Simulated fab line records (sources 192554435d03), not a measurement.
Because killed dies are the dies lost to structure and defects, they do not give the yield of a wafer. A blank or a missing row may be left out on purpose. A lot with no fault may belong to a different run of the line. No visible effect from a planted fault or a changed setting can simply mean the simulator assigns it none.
Problem report, 8D (eight disciplines) form, completed by code -- flow n5Finfet -- the parts of the form that need people (team, actions taken, sign-off) are left out

1. WHAT IS WRONG
Wafers without a fault read 13, standard deviation 6.1; killedAtContacts at N5_PASSIVATION_PROBE_49 reads a mean of 120 on 6 wafers belonging to 2 lots. That puts it +17 standard deviations away from the usual mean.
First seen on wafer L361.1, day 14 23:21, on prober-02. At this step, 6 wafers from 2 lots have a number in the record. The rule behind "out" and "out of limits": a value lying over 4 standard deviations away from the usual mean. The rest of the wafers with a number are treated as sound.

2. WHAT IT IS; WHAT IT IS NOT
question,is,is not
which readings at this step,killedAtContacts,"killed_at_M0_to_M3, killed_at_M4_up, killedAtFrontEnd, killedAtOther, killedOpen, sort_bin_8_speed"
which lots,"L361, L362",-
which wafers of those lots,all that have a number,-
read on which tools,"prober-01, prober-02",-
when,from day 14 23:21,up to then (0 sound wafers)

3. THE SUSPECTS, EACH WITH WHAT RULES IT OUT
Counting: a tool at any process step up to the reading remains a suspect when it ran all the lots that are out and ran no sound lot after the first of those.
- aldSin-01 at N5_MOL_CONTACT_COAG_ALD_133 (deposits SiO2, target thk 5 nm, pulse time 1 s, co reactant pulse time 1 s): kept. It ran every lot that is out, first L361 (day 7 16:04), and no sound lot after that.
After counting, what remains is aldSin-01 at N5_MOL_CONTACT_COAG_ALD_133.

4. THE CAUSE (what the simulator had put in)
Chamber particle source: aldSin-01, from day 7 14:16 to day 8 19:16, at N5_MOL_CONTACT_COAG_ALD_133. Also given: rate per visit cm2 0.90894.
Counting left only this tool.

5. THE CHAIN OF EFFECTS, in route order
Rows list readings where the struck wafers' mean (over those with a number) sits beyond 3 standard deviations from the usual. Only readings whose record carries a usual standard deviation are examined. hours: median over the lots of the time between each lot's start at the first step of this table that gives one and its start at this step. sigmas: the change, counted in usual standard deviations.
hours,step,reading,usual,on struck wafers,change,sigmas
0,N5_PASSIVATION_PROBE_49,defectLimitedYield,91.5 %,82.6,-8.9,-5.9
0,N5_PASSIVATION_PROBE_49,killedAtContacts,13,120,+107,+17
0,N5_PASSIVATION_PROBE_49,killedDies,101,205,+104,+5.8
0,N5_PASSIVATION_PROBE_49,sort_bin_5_function,5.0 %,10.3,+5.3,+5.3
0,N5_PASSIVATION_PROBE_49,sortNPass,1078,975,-103,-4.7
0,N5_PASSIVATION_PROBE_49,sortYieldPct,91.3 %,82.6,-8.7,-4.6
Its process steps:
- N5_PASSIVATION_PROBE_49

6. WHAT WOULD HAVE CAUGHT IT SOONER
177 hours passed between the start of the fault at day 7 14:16 and the first reading out of limits in this record, taken at day 14 23:21.
An alarm limit of 4 standard deviations would not have fired on the tool readings at N5_MOL_CONTACT_COAG_ALD_133 for which the record gives a usual standard deviation, since none of them was out on any struck wafer.
By day 14 23:21 the whole set of lots that are out, 2 in number, had already begun N5_MOL_CONTACT_COAG_ALD_133 on aldSin-01. Had the tool been put on hold then, not one of them would have been saved.
